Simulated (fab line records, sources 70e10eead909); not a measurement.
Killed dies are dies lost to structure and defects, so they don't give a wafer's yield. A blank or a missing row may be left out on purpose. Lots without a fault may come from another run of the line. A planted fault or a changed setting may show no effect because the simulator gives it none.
One fault seen from 2 desks | flow nand_harc | each desk has only its own numbers; what lay behind them comes last

THE DEFECT DESK
What the inspections along the route counted, lot by lot: means of the sampled wafers that have a number. A lot is out of limits, marked OUT, if its mean lies more than 4 standard deviations from the usual mean; the brackets give that distance.
Columns: A = raw_defect_count at NHARC_A_START_INSPECT_01, usual 3.5
lot  | first seen here | A
L478 | day 6 22:22     | 4.0
L479 | day 7 00:10     | 3.3
L480 | day 7 14:01     | 1.7
L481 | day 8 00:22     | 4.3
L482 | day 8 06:46     | 4.0
L483 | day 8 22:10     | 3.0
L484 | day 9 17:02     | 4.3
L488 | day 10 18:08    | 3.0
L490 | day 11 19:22    | 3.7
L499 | day 15 05:43    | 2.0
L500 | day 15 15:40    | 3.7
L501 | day 16 04:29    | 2.3
This desk's finding: nothing out of limits on any of the 12 lots.

THE TOOL OWNER'S DESK: pvd_sputter-01
The tool's own readings at NHARC_P_BONDPAD_PVD_27 (deposits Cu, target thk 30 nm, time 20.49 s): means of the sampled wafers that have a number, for each lot that ran on this tool. A lot is out of limits, marked OUT, if its mean lies more than 4 standard deviations from the usual mean; the brackets give that distance.
Columns: A = cathode_dc_power_W at NHARC_P_BONDPAD_PVD_27, usual 5000.0 W; B = chamber_pressure_pa at NHARC_P_BONDPAD_PVD_27, usual 5.003 Pa; C = throttle_valve_pct at NHARC_P_BONDPAD_PVD_27, usual 29.6 %
lot  | first seen here | A      | B     | C
L479 | day 6 22:20     | 5000.5 | 5.003 | 29.0
L483 | day 8 20:20     | 5000.2 | 5.008 | 28.7
L499 | day 15 03:50    | 4999.9 | 5.002 | 29.6
L500 | day 15 13:48    | 5000.7 | 5.005 | 28.8
L501 | day 16 02:39    | 5000.1 | 5.005 | 29.6
This desk's finding: nothing out of limits on any of the 5 lots.

PUT TOGETHER
The defect desk saw nothing out of limits.
The tool owner's desk saw nothing out of limits.

WHAT THE SIMULATOR HAD PUT IN
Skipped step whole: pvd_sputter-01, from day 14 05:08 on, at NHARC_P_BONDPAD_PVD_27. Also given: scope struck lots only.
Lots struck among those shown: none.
